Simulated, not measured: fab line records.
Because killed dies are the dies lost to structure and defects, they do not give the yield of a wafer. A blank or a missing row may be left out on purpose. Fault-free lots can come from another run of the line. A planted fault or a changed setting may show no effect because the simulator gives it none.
Which tool did it? | flow nand harc | 42 wafers from 14 lots sampled at 5 of the route's 1302 steps

WHAT THE GAUGES READ, wafer by wafer
NHARC_P_M2_CD_MEAS_16.
lot  | measured     | on        | cd nm (nm)
L805 | day 6 05:53  | cd sem-02 | 170.6 171.3 170.6
L806 | day 6 20:35  | cd sem-01 | 170.9 169.4 168.9
L807 | day 7 06:00  | cd sem-03 | 170.6 167.5 168.8
L808 | day 7 18:14  | cd sem-03 | 167.0 170.5 167.0
L809 | day 8 01:53  | cd sem-01 | 171.1 170.2 169.8
L811 | day 8 17:52  | cd sem-02 | 172.0 168.8 170.8
L820 | day 13 01:02 | cd sem-01 | 171.2 169.8 169.7
L821 | day 13 03:24 | cd sem-01 | 170.4 170.1 170.3
L823 | day 14 01:47 | cd sem-03 | 170.7 172.6 169.7
L824 | day 14 12:09 | cd sem-02 | 170.9 169.7 170.6
L825 | day 14 17:44 | cd sem-01 | 170.3 171.1 170.3
L826 | day 15 05:28 | cd sem-02 | 170.8 169.7 168.1
L827 | day 15 12:59 | cd sem-01 | 168.4 168.5 169.2
L828 | day 16 01:12 | cd sem-03 | 170.2 171.9 170.2

NHARC_END_SORT_01.
lot  | measured     | on        | defect limited yield (%) | killed at array | killed at other | killed at periphery | killed dies | killed open | killed short
L821 | day 30 22:01 | prober-01 | 89 90 88                 | 65 64 74        | 3 1 4           | 5 3 6               | 73 68 84    | 2 6 4       | 0 2 2
L823 | day 31 17:18 | prober-02 | 95 94 96                 | 25 33 22        | 0 0 0           | 11 9 6              | 36 42 28    | 5 3 8       | 2 4 1
L824 | day 32 19:23 | prober-01 | 90 88 89                 | 64 76 68        | 0 0 0           | 2 4 4               | 66 80 72    | 3 5 1       | 3 2 2

EACH LOT AND THE TOOL THAT RAN IT (in order: tool; ch and the chambers of the sampled wafers; start)
lot  | NHARC_P_M1_DEGAS_29          | NHARC_P_M2_PVD_20            | NHARC_P_BONDPAD_DEP_00
L805 | pvd sputter-03, day 6 02:27  | pvd sputter-03, day 6 06:44  | pecvd-04 ch 0,1, day 6 08:43
L806 | pvd sputter-03, day 6 17:08  | pvd sputter-02, day 6 21:25  | pecvd-03 ch 0,1,2, no start
L807 | pvd sputter-03, day 7 01:39  | pvd sputter-02, day 7 06:50  | pecvd-02 ch 0,1,2, day 7 08:50
L808 | pvd sputter-01, day 7 14:46  | pvd sputter-01, day 7 19:10  | pecvd-03 ch 0,2, day 7 21:25
L809 | pvd sputter-02, day 7 22:27  | pvd sputter-02, day 8 02:44  | pecvd-03 ch 0,1,2, day 8 05:15
L811 | pvd sputter-02, day 8 14:26  | pvd sputter-02, day 8 18:43  | pecvd-04 ch 0,1, no start
L820 | pvd sputter-01, day 12 21:36 | pvd sputter-03, day 13 01:53 | pecvd-04 ch 1,2, day 13 04:08
L821 | pvd sputter-01, day 12 23:58 | pvd sputter-03, day 13 04:16 | pecvd-03 ch 0,2, day 13 06:14
L823 | pvd sputter-03, day 13 22:22 | pvd sputter-03, day 14 02:38 | pecvd-02 ch 0,2, day 14 04:40
L824 | pvd sputter-01, day 14 08:39 | pvd sputter-03, day 14 12:58 | pecvd-03 ch 0,1, day 14 15:01
L825 | pvd sputter-02, day 14 14:18 | pvd sputter-01, day 14 18:33 | pecvd-03 ch 0,1,2, day 14 20:37
L826 | pvd sputter-02, day 15 02:02 | pvd sputter-02, day 15 06:19 | pecvd-04 ch 0,1,2, day 15 08:19
L827 | pvd sputter-01, day 15 09:32 | pvd sputter-02, day 15 13:50 | pecvd-04 ch 0,1,2, day 15 15:53
L828 | pvd sputter-01, day 15 21:53 | pvd sputter-01, day 16 02:02 | pecvd-02 ch 0,1, day 16 04:04
- NHARC_P_M1_DEGAS_29: time 60 s.
- NHARC_P_M2_PVD_20: deposits TaN, target thk 5 nm, time 8.06 s.
- NHARC_P_BONDPAD_DEP_00: deposits SiCN, target thk 250 nm.

WHAT THE TOOLS THEMSELVES READ (means of the sampled wafers that have a number; where no wafer has one, the mark that the record gives instead)
NHARC_P_M1_DEGAS_29.
lot  | tool           | heater power w (W)
L805 | pvd sputter-03 | 325
L806 | pvd sputter-03 | 339
L807 | pvd sputter-03 | 319
L808 | pvd sputter-01 | 304
L809 | pvd sputter-02 | 329
L811 | pvd sputter-02 | 309
L820 | pvd sputter-01 | 290
L821 | pvd sputter-01 | 314
L823 | pvd sputter-03 | 311
L824 | pvd sputter-01 | 324
L825 | pvd sputter-02 | 320
L826 | pvd sputter-02 | 319
L827 | pvd sputter-01 | 305
L828 | pvd sputter-01 | 313

NHARC_P_M2_PVD_20.
lot  | tool           | cathode dc power W (W) | throttle valve pct (%)
L805 | pvd sputter-03 | 14997                  | 30.0
L806 | pvd sputter-02 | 14999                  | 30.2
L807 | pvd sputter-02 | 15000                  | 30.3
L808 | pvd sputter-01 | 15000                  | 28.6
L809 | pvd sputter-02 | 15000                  | 30.7
L811 | pvd sputter-02 | 15001                  | 30.3
L820 | pvd sputter-03 | 15000                  | 30.2
L821 | pvd sputter-03 | 14999                  | 29.6
L823 | pvd sputter-03 | 15002                  | 29.4
L824 | pvd sputter-03 | 14996                  | 30.5
L825 | pvd sputter-01 | 15000                  | 29.2
L826 | pvd sputter-02 | 15001                  | 30.7
L827 | pvd sputter-02 | 15000                  | 30.6
L828 | pvd sputter-01 | 15000                  | 29.6

NHARC_P_BONDPAD_DEP_00.
lot  | tool     | heater power w (W)
L805 | pecvd-04 | 488
L806 | pecvd-03 | 642
L807 | pecvd-02 | 592
L808 | pecvd-03 | 690
L809 | pecvd-03 | 620
L811 | pecvd-04 | 483
L820 | pecvd-04 | 493
L821 | pecvd-03 | 630
L823 | pecvd-02 | 576
L824 | pecvd-03 | 590
L825 | pecvd-03 | 617
L826 | pecvd-04 | 517
L827 | pecvd-04 | 477
L828 | pecvd-02 | 601

THE ANSWER, worked out from the rows above alone
Rule: what is usual is taken from the lots themselves. The widest of any qualifying gaps counts: lots, ordered by their means at a reading, are off when they make up no more than a third of the lots, leave a main group of 4 or more, and stand apart from it by 3 or more times the standard deviation of that group's means. A main group is skipped when, at the precision printed for the reading in the tables above, its means are all equal. Also off: a lot with no number at a reading for which 4 or more lots have one. Where the step has rows for the other lots, those lots are counted as sound. After the gauges, taken in route order, come the tools' own readings; for these a lot's mean is taken, as printed above. At the first step where some lot is off, the reading lying furthest off is the one used; lots without a number count as furthest.
Across all readings shown, no lot is off: no conclusion can be drawn from this.

WHAT THE SIMULATOR HAD PUT IN
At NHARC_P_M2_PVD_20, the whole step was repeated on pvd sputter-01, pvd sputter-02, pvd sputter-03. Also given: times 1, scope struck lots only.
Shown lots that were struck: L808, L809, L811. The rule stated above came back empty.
